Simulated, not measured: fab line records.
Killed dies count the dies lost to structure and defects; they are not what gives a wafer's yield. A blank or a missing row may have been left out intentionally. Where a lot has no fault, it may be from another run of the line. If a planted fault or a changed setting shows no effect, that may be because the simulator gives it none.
Matching of chambers + flow nand_harc + NHARC_A_WL_FILL_ETCHBACK_26 on rie_si-01 has 4 sister chambers
The step etches the open film in HBr, target depth 52 nm, time 13.3 s. 7 wafers are shown with their chamber, then 11 later ones without.

## WAFERS PAIRED WITH THEIR CHAMBERS
| wafer  | chamber | drypump_motor_current_A (A) | oes_product_au (a.u.) |
|--------|---------|-----------------------------|-----------------------|
| L081.4 | 3       | 5.2                         | 0.999                 |
| L082.1 | 3       | 5.1                         | 0.997                 |
| L082.5 | 0       | 5.7                         | 0.985                 |
| L090.1 | 2       | 6.4                         | 0.969                 |
| L090.3 | 0       | 5.7                         | 0.975                 |
| L090.6 | 1       | 6.3                         | 0.975                 |
| L088.2 | 1       | 6.4                         | 0.978                 |

## WAFERS WHOSE CHAMBER IS MISSING
| wafer  | drypump_motor_current_A (A) | oes_product_au (a.u.) |
|--------|-----------------------------|-----------------------|
| L088.3 | 5.2                         | 1.002                 |
| L088.6 | 5.6                         | 0.982                 |
| L092.1 | 5.7                         | 0.975                 |
| L092.3 | 6.3                         | 0.964                 |
| L092.4 | 5.2                         | 1.005                 |
| L094.1 | 6.3                         | 0.968                 |
| L094.4 | 5.2                         | 1.000                 |
| L094.6 | 5.7                         | 0.986                 |
| L095.1 | 5.7                         | 1.003                 |
| L095.3 | 6.3                         | 0.999                 |
| L095.6 | 6.4                         | 0.999                 |

## WHICH CHAMBER EACH WENT THROUGH
| wafer  | from the rows above     | in truth |
|--------|-------------------------|----------|
| L088.3 | 3                       | 3        |
| L088.6 | 0                       | 0        |
| L092.1 | 0                       | 0        |
| L092.3 | can't be placed: 2 or 1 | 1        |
| L092.4 | 3                       | 3        |
| L094.1 | can't be placed: 2 or 1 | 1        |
| L094.4 | 3                       | 3        |
| L094.6 | 0                       | 0        |
| L095.1 | 0                       | 0        |
| L095.3 | can't be placed: 1 or 2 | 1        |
| L095.6 | can't be placed: 1 or 2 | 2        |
Correct placement for 7 of the 11. Can't be placed from these rows: 4 (the true chamber is among the candidates in 4). Placed wrongly: 0.
How it was worked out, from the rows above alone: a wafer's distance from a chamber is the root of the sum, over the readings, of the square of ((its reading less the chamber's mean) divided by the reading's scatter). The wafer belongs to the nearest chamber; if the next one is less than 2 further off, it can't be placed. A chamber's mean is the mean of its shown wafers. The scatter: take each reading less its chamber's mean, square it, sum over the shown wafers, divide by the number of wafers less the number of chambers, and take the root.
